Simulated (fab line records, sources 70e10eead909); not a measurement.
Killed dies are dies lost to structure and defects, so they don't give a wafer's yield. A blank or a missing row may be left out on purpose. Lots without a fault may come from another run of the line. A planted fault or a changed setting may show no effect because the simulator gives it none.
Chamber matching | flow nand_harc | NHARC_P_M0_CMP_23 on cmp-02: 4 sister chambers
The step polishes, t overpolish 20 s, target thk 117.54 nm. 8 wafers are shown with their chamber, then 9 later ones without.

WAFERS WITH THEIR CHAMBER
wafer  | chamber | motor_current_A (A) | time_to_endpoint_s (s)
L079.1 | 1       | 12.8                | 32
L079.3 | 0       | 10.6                | 30
L082.1 | 2       | 11.3                | 31
L082.2 | 3       | 12.3                | 30
L082.5 | 2       | 11.4                | 32
L088.1 | 1       | 12.8                | 30
L088.2 | 3       | 12.3                | 30
L088.5 | 0       | 10.7                | 28

WAFERS WITHOUT THEIR CHAMBER
wafer  | motor_current_A (A) | time_to_endpoint_s (s)
L091.1 | 11.1                | 33
L091.2 | 10.9                | 26
L091.3 | 11.8                | 29
L092.4 | 11.5                | 32
L092.5 | 10.9                | 27
L092.6 | 11.5                | 28
L094.1 | 11.6                | 27
L094.3 | 13.3                | 29
L094.4 | 10.3                | 25

WHICH CHAMBER EACH WENT THROUGH
wafer  | from the rows above     | in truth
L091.1 | 2                       | 2
L091.2 | 0                       | 0
L091.3 | can't be placed: 2 or 3 | 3
L092.4 | 2                       | 2
L092.5 | 0                       | 0
L092.6 | 2                       | 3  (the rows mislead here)
L094.1 | 2                       | 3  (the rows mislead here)
L094.3 | 1                       | 1
L094.4 | 0                       | 0
Placed correctly: 6 of 9. Can't be placed from these rows: 1 (the true chamber is among the candidates in 1). Placed wrongly: 2.
How it was worked out, from the rows above alone: a wafer's distance from a chamber is the root of the sum, over the readings, of the square of ((its reading less the chamber's mean) divided by the reading's scatter). The wafer belongs to the nearest chamber; if the next one is less than 2 further off, it can't be placed. A chamber's mean is the mean of its shown wafers. The scatter: the root of (the sum of the squares of (reading less its chamber's mean) over the shown wafers, divided by (wafers less chambers)).
